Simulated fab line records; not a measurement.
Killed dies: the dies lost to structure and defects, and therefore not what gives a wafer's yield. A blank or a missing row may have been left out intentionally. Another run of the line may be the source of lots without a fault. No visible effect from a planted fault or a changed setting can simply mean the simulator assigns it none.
Split-lot trial | flow n5_finfet | route with 1938 steps; 7 lots, 21 wafers read

## SPLIT DETAILS
At N5_BEOL_M8_ETCH_62 (etches SOC in N2/H2, target depth 110 nm, overetch 22 nm, time 165 s), the setting time_s was moved away from the recipe's 165 s on 7 of the 21 wafers read, by -10.7% to +19.6%. For the rest of the wafers, this setting stayed at what the recipe calls for.

## FROM THE SPLIT TO THE READING: what the file shows between them, 2 steps
- N5_BEOL_M8_STRIP_68: strips in N2/H2
- N5_BEOL_M8_STRIP_67: strips in CF4

## THE READING
etch.depth_nm (the simulator's own value, which no gauge read), in nm, at N5_BEOL_M8_HM_OPEN_17 (chemistry Cl2/BCl3, target TiN, target depth 20 nm, overetch 6 nm). The file gives no usual value for it. Across the 14 wafers here that went through the recipe, the average is 19.73 nm and the standard deviation 0.29 nm.

wafer  | tool, chamber at the split | time_s as run, s | against the recipe | etch.depth_nm, nm | against lot-mates on the recipe
L076.4 | rie_diel-06, 3             | 165              | recipe             | 19.16             | -
L076.5 | rie_diel-06, 3             | 165              | recipe             | 19.38             | -
L076.6 | rie_diel-06, 0             | 165              | recipe             | 19.47             | -
L075.2 | rie_diel-06, 2             | 165              | recipe             | 19.78             | -
L075.5 | rie_diel-06, 1             | 165              | recipe             | 19.79             | -
L075.6 | rie_diel-06, 2             | 165              | recipe             | 19.94             | -
L081.2 | rie_diel-06, 2             | 197.3            | +19.6%             | 17.13             | -3.04
L081.3 | rie_diel-06, 1             | 165              | recipe             | 20.17             | -
L081.4 | rie_diel-06, 3             | 197.3            | +19.6%             | 16.9              | -3.27
L083.4 | rie_diel-02, 3             | 165              | recipe             | 19.71             | -
L083.5 | rie_diel-02, 0             | 165              | recipe             | 19.73             | -
L083.6 | rie_diel-02, 1             | 192.2            | +16.5%             | 17.26             | -2.46
L082.1 | rie_diel-03, 3             | 165              | recipe             | 20.35             | -
L082.3 | rie_diel-03, 0             | 174.6            | +5.8%              | 19.52             | -0.83
L082.5 | rie_diel-03, 3             | 174.6            | +5.8%              | 19.41             | -0.94
L097.2 | rie_diel-06, 2             | 165              | recipe             | 19.68             | -
L097.3 | rie_diel-06, 1             | 147.4            | -10.7%             | 19.86             | +0.18
L097.5 | rie_diel-06, 0             | 147.4            | -10.7%             | 19.6              | -0.08
L096.2 | rie_diel-02, 1             | 165              | recipe             | 19.6              | -
L096.3 | rie_diel-02, 0             | 165              | recipe             | 19.6              | -
L096.4 | rie_diel-02, 2             | 165              | recipe             | 19.8              | -

FIT RESULTS
A straight line over all 21 wafers: etch.depth_nm changes by -0.107 nm for each +1% of time_s; r = -0.86; the points scatter about the line by 0.5 nm.
The same after taking each lot's own level away (the mean of its wafers on the recipe; 21 wafers): -0.124 nm for each +1%; r = -0.92; scatter 0.44 nm.
The reading moves by 2.4 nm for the largest change in time_s, on that fit.
Across the lots, their own levels run from 19.337 to 20.350 nm, a range of 3.5 times the standard deviation given above.
Thus the slope moves with the lot-to-lot level: the two fits are different.
Check: for one of the wafers moved furthest among these (+19.6%), held out of the fit, the line's prediction against its lot-mates is -2.49 nm. Against them it came out at -3.04 nm.

## THE WHOLE CHAIN: every reading that the file lists as answering this split, in the file's order
step                  | what it does                                                         | reading                                                                          | change (the file's fit)                | r (the file's)
N5_BEOL_M8_ETCH_62    | etches SOC in N2/H2, target depth 110 nm, overetch 22 nm, time 165 s | SiARC_of_BEOL_M8_COAT_60.thk_nm (the simulator's own value, which no gauge read) | -0.0644 nm for each +1% of the setting | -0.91
N5_BEOL_M8_HM_OPEN_17 | chemistry Cl2/BCl3, target TiN, target depth 20 nm, overetch 6 nm    | etch.depth_nm (the simulator's own value, which no gauge read)                   | -0.135 nm for each +1% of the setting  | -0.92

## THE FILE'S OWN FIT
etch.depth_nm changes by -0.135 nm for each +1% of time_s, r = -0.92.
